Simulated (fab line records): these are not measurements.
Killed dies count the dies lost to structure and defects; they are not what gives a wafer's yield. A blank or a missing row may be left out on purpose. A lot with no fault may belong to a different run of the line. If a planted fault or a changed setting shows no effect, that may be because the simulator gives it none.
Chamber matching | flow n5 finfet | N5_FIN_CUT_ETCH_20 on rie diel-02 has 4 sister chambers
The step etches SiARC in CF4, target depth 26 nm, time 43.3 s. 18 wafers are shown with their chamber, then 9 later ones without.

## WAFERS PAIRED WITH THEIR CHAMBERS
wafer  | chamber | drypump motor current A (A) | throttle valve pct (%) | showerhead plenum p Torr (Torr)
L074.3 | 1       | 5.7                         | 15.94                  | 2.08
L074.4 | 0       | 6.7                         | 15.15                  | 2.20
L074.6 | 2       | 5.7                         | 16.00                  | 2.05
L077.2 | 2       | 5.7                         | 16.03                  | 2.05
L077.5 | 2       | 5.7                         | 16.04                  | 2.05
L077.6 | 3       | 5.9                         | 15.41                  | 2.07
L080.1 | 0       | 6.7                         | 15.16                  | 2.20
L080.3 | 1       | 5.7                         | 15.96                  | 2.07
L080.4 | 3       | 5.8                         | 15.41                  | 2.06
L084.2 | 0       | 6.7                         | 15.19                  | 2.19
L084.4 | 3       | 5.8                         | 15.42                  | 2.06
L084.6 | 3       | 5.8                         | 15.42                  | 2.06
L085.1 | 1       | 5.7                         | 15.96                  | 2.07
L085.2 | 0       | 6.7                         | 15.20                  | 2.19
L085.6 | 0       | 6.7                         | 15.19                  | 2.19
L086.2 | 2       | 5.7                         | 16.06                  | 2.04
L086.5 | 3       | 5.8                         | 15.44                  | 2.06
L086.6 | 0       | 6.7                         | 15.20                  | 2.19

SIGNATURES (means of the wafers above)
reading                  | chamber 0 | chamber 1 | chamber 2 | chamber 3 | scatter within a chamber
drypump motor current A  | 6.700     | 5.700     | 5.700     | 5.820     | 0.0239
throttle valve pct       | 15.1817   | 15.9533   | 16.0325   | 15.4200   | 0.0189
showerhead plenum p Torr | 2.1933    | 2.0733    | 2.0475    | 2.0620    | 0.00504
Rule: distance of a wafer from a chamber = root of the sum over the readings of ((wafer's reading minus chamber's mean) / reading's scatter) squared. The wafer belongs to the nearest chamber; if the next one is less than 2 further off, it can't be placed. How the scatter is found: for the shown wafers, subtract from each reading the mean of its chamber, square and add these, divide the total by (wafers less chambers), then take the root.

## WAFERS WITH NO CHAMBER GIVEN
wafer  | drypump motor current A (A) | throttle valve pct (%) | showerhead plenum p Torr (Torr)
L088.1 | 5.7                         | 16.07                  | 2.04
L088.2 | 5.7                         | 15.97                  | 2.07
L088.3 | 5.8                         | 15.46                  | 2.06
L095.1 | 6.7                         | 15.23                  | 2.19
L095.2 | 5.8                         | 15.47                  | 2.05
L095.4 | 5.7                         | 16.01                  | 2.06
L096.4 | 6.7                         | 15.23                  | 2.19
L096.5 | 5.8                         | 15.46                  | 2.05
L096.6 | 6.7                         | 15.25                  | 2.19

## WHICH CHAMBER EACH WENT THROUGH
wafer  | from the rows above     | in truth
L088.1 | 2                       | 2
L088.2 | 1                       | 1
L088.3 | 3                       | 3
L095.1 | 0                       | 0
L095.2 | 3                       | 3
L095.4 | can't be placed: 2 or 1 | 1
L096.4 | 0                       | 0
L096.5 | 3                       | 3
L096.6 | 0                       | 0
Placed correctly: 8 of 9. Unplaceable from these rows: 1, with the true chamber sitting among the candidates in 1. 0 placed wrongly.
